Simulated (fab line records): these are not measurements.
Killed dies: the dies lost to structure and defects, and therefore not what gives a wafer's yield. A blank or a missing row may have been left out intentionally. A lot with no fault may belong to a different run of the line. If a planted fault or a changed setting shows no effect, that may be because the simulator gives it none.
Chamber matching + flow n5Finfet + N5_GATE_CUT_HM_DEP_46 on pecvd-01: 3 sister chambers
The step deposits SiO2 from TEOS/O2, target thk 130 nm, time 26.6 s. 27 wafers are shown with their chamber, then 12 later ones without.

## WAFERS, EACH WITH ITS CHAMBER
| wafer  | chamber | throttleValvePct (%) | showerheadPlenumPTorr (Torr) | heaterPowerW (W) |
|--------|---------|----------------------|------------------------------|------------------|
| L074.1 | 2       | 16.9                 | 8.34                         | 480              |
| L074.2 | 1       | 18.4                 | 8.38                         | 535              |
| L074.3 | 0       | 19.5                 | 8.32                         | 505              |
| L078.1 | 2       | 16.8                 | 8.34                         | 408              |
| L078.5 | 0       | 19.8                 | 8.31                         | 444              |
| L078.6 | 1       | 18.6                 | 8.37                         | 569              |
| L079.1 | 0       | 19.7                 | 8.33                         | 428              |
| L079.3 | 2       | 16.8                 | 8.32                         | 475              |
| L079.5 | 2       | 17.0                 | 8.31                         | 482              |
| L080.2 | 2       | 16.8                 | 8.33                         | 470              |
| L080.3 | 1       | 18.4                 | 8.40                         | 527              |
| L080.6 | 0       | 19.7                 | 8.33                         | 426              |
| L082.2 | 1       | 18.1                 | 8.40                         | 572              |
| L082.3 | 0       | 19.6                 | 8.32                         | 391              |
| L082.5 | 2       | 17.1                 | 8.33                         | 477              |
| L083.2 | 2       | 17.0                 | 8.32                         | 482              |
| L083.3 | 1       | 18.6                 | 8.40                         | 484              |
| L083.6 | 2       | 16.9                 | 8.32                         | 478              |
| L088.2 | 0       | 19.6                 | 8.32                         | 420              |
| L088.3 | 2       | 16.7                 | 8.32                         | 453              |
| L088.5 | 0       | 19.5                 | 8.33                         | 421              |
| L089.1 | 0       | 19.6                 | 8.30                         | 481              |
| L089.2 | 2       | 17.2                 | 8.35                         | 382              |
| L089.3 | 1       | 18.4                 | 8.39                         | 500              |
| L090.1 | 1       | 18.6                 | 8.38                         | 622              |
| L090.5 | 2       | 17.4                 | 8.32                         | 469              |
| L090.6 | 1       | 18.4                 | 8.39                         | 466              |

SIGNATURES, as means of the wafers listed above
| reading               | chamber 0 | chamber 1 | chamber 2 | scatter within a chamber |
|-----------------------|-----------|-----------|-----------|--------------------------|
| throttleValvePct      | 19.625    | 18.438    | 16.964    | 0.171                    |
| showerheadPlenumPTorr | 8.3200    | 8.3887    | 8.3273    | 0.0114                   |
| heaterPowerW          | 439.50    | 534.38    | 459.64    | 40.5                     |
Rule: distance of a wafer from a chamber = root of the sum over the readings of ((wafer's reading minus chamber's mean) / reading's scatter) squared. The wafer belongs to the nearest chamber; if the next one is less than 2 further off, it can't be placed. The scatter: the root of (the sum of the squares of (reading less its chamber's mean) over the shown wafers, divided by (wafers less chambers)).

## WAFERS WITHOUT THEIR CHAMBER
| wafer  | throttleValvePct (%) | showerheadPlenumPTorr (Torr) | heaterPowerW (W) |
|--------|----------------------|------------------------------|------------------|
| L093.3 | 18.4                 | 8.40                         | 586              |
| L093.5 | 18.8                 | 8.38                         | 586              |
| L093.6 | 19.9                 | 8.31                         | 506              |
| L095.1 | 17.0                 | 8.31                         | 474              |
| L095.2 | 19.7                 | 8.33                         | 462              |
| L095.4 | 18.5                 | 8.39                         | 610              |
| L096.4 | 17.1                 | 8.32                         | 407              |
| L096.5 | 19.6                 | 8.33                         | 472              |
| L096.6 | 18.6                 | 8.39                         | 507              |
| L097.1 | 18.6                 | 8.40                         | 606              |
| L097.2 | 17.4                 | 8.33                         | 402              |
| L097.6 | 17.1                 | 8.33                         | 419              |

## THE CHAMBER EACH PASSED THROUGH
| wafer  | from the rows above | in truth |
|--------|---------------------|----------|
| L093.3 | 1                   | 1        |
| L093.5 | 1                   | 1        |
| L093.6 | 0                   | 0        |
| L095.1 | 2                   | 2        |
| L095.2 | 0                   | 0        |
| L095.4 | 1                   | 1        |
| L096.4 | 2                   | 2        |
| L096.5 | 0                   | 0        |
| L096.6 | 1                   | 1        |
| L097.1 | 1                   | 1        |
| L097.2 | 2                   | 2        |
| L097.6 | 2                   | 2        |
Correctly placed: 12 of 12. Not placeable from these rows: 0. Placed wrongly: 0.
